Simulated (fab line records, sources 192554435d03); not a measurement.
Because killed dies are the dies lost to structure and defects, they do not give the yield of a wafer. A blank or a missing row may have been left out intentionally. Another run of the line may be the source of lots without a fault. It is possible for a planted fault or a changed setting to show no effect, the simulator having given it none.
Problem report, 8D (eight disciplines) form, completed by code + flow n5-finfet + the parts of the form that need people (team, actions taken, sign-off) are left out

## 1. WHAT IS WRONG
Wafers without a fault read 69.0 s, standard deviation 1.2; etch-rf-on-time-s at N5_FIN_SAQP_HM_OPEN_33 reads a mean of 61.3 s on 9 wafers belonging to 3 lots. That is -6.4 standard deviations from the usual mean.
The step: chemistry CH3F/O2, target SiNx, target depth 49.4 nm, time 70.6 s.
The first sign was on wafer L776.1 at day 5 03:42, on rie-diel-03. The record has a number at this step for 27 wafers belonging to 9 lots. By rule, "out" or "out of limits" means more than 4 standard deviations away from the usual mean. The other wafers with a number count as sound.

## 2. WHAT THIS IS AND IS NOT
| question                    | is                       | is not                                                                                 |
|-----------------------------|--------------------------|----------------------------------------------------------------------------------------|
| which readings at this step | etch-rf-on-time-s        | CH3F_flow_sccm, oes-product-au, rf-vpp-V, showerhead-plenum-p-Torr, throttle-valve-pct |
| which lots                  | L776, L780, L781         | L766, L774, L775, L778, L786, L787                                                     |
| which wafers of those lots  | all that have a number   | -                                                                                      |
| read on which tools         | rie-diel-03, rie-diel-04 | rie-diel-01                                                                            |
| when                        | from day 5 03:42         | up to then (9 sound wafers); but 9 sound wafers of L778, L786, L787 came after         |

## 3. THE SUSPECTS, EACH WITH WHAT RULES IT OUT
Counting: a tool at a process step up to the reading stays a suspect if it ran every lot that is out and no sound lot after the first of them.
- rie-si-04 at N5_FIN_SAQP_ETCH_65 (etches SiO2 in CF4, target depth 4 nm, time 4.4 s): kept. Every lot that is out went through it, starting with L776 (day 5 00:28), and after that it ran no sound lot; the last sound lot it ran before then is L775 (day 4 18:33).
- rie-si-04 at N5_FIN_SAQP_MANDREL_ETCH_58 (etches a-Si in HBr/Cl2, stops on SiNx, target depth 45 nm, bt time 10 s, time 27 s): kept. Every lot that is out went through it, starting with L776 (day 5 00:30), and after that it ran no sound lot; the last sound lot it ran before then is L775 (day 4 18:35).
What counting leaves: rie-si-04 at N5_FIN_SAQP_ETCH_65 and rie-si-04 at N5_FIN_SAQP_MANDREL_ETCH_58.

## 4. THE CAUSE (what the simulator had put in)
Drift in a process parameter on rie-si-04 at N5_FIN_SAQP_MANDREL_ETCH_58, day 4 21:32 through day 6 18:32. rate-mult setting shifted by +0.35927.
2 suspects survive the count, and this tool is in that group.

## 5. THE EFFECT CHAIN, in route order
One row per reading whose mean, taken over the struck wafers that have a number, lies over 3 standard deviations from the usual. Only readings for which the record gives a usual standard deviation are gone through. hours: the time from each lot's start at the first step in this table that gives one to its start at this step, as a median over the lots. sigmas: the change in usual standard deviations.
| hours | step                   | reading           | usual  | on struck wafers | change | sigmas |
|-------|------------------------|-------------------|--------|------------------|--------|--------|
| 0     | N5_FIN_SAQP_HM_OPEN_33 | etch-rf-on-time-s | 69.0 s | 61.3             | -7.7   | -6.4   |
Here are the process steps it includes:
- N5_FIN_SAQP_HM_OPEN_33: chemistry CH3F/O2, target SiNx, target depth 49.4 nm, time 70.6 s.
Later steps that measure or inspect, where all struck wafers having a row at the step show a number for every such reading and not one has moved that far: N5_BEOL_M4_RC_MEAS_101.

## 6. HOW IT WOULD HAVE BEEN CAUGHT EARLIER
6 hours passed between the start of the fault at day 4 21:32 and the first reading out of limits in this record, taken at day 5 03:42.
Tool readings at N5_FIN_SAQP_MANDREL_ETCH_58 with a usual standard deviation given in the record: none out on any struck wafer, hence no alarm at a limit of 4 standard deviations on them.
Of the lots that are out (3), L780, L781 began N5_FIN_SAQP_MANDREL_ETCH_58 on rie-si-04 after day 5 03:42. A hold on the tool at that time would have spared those 2.
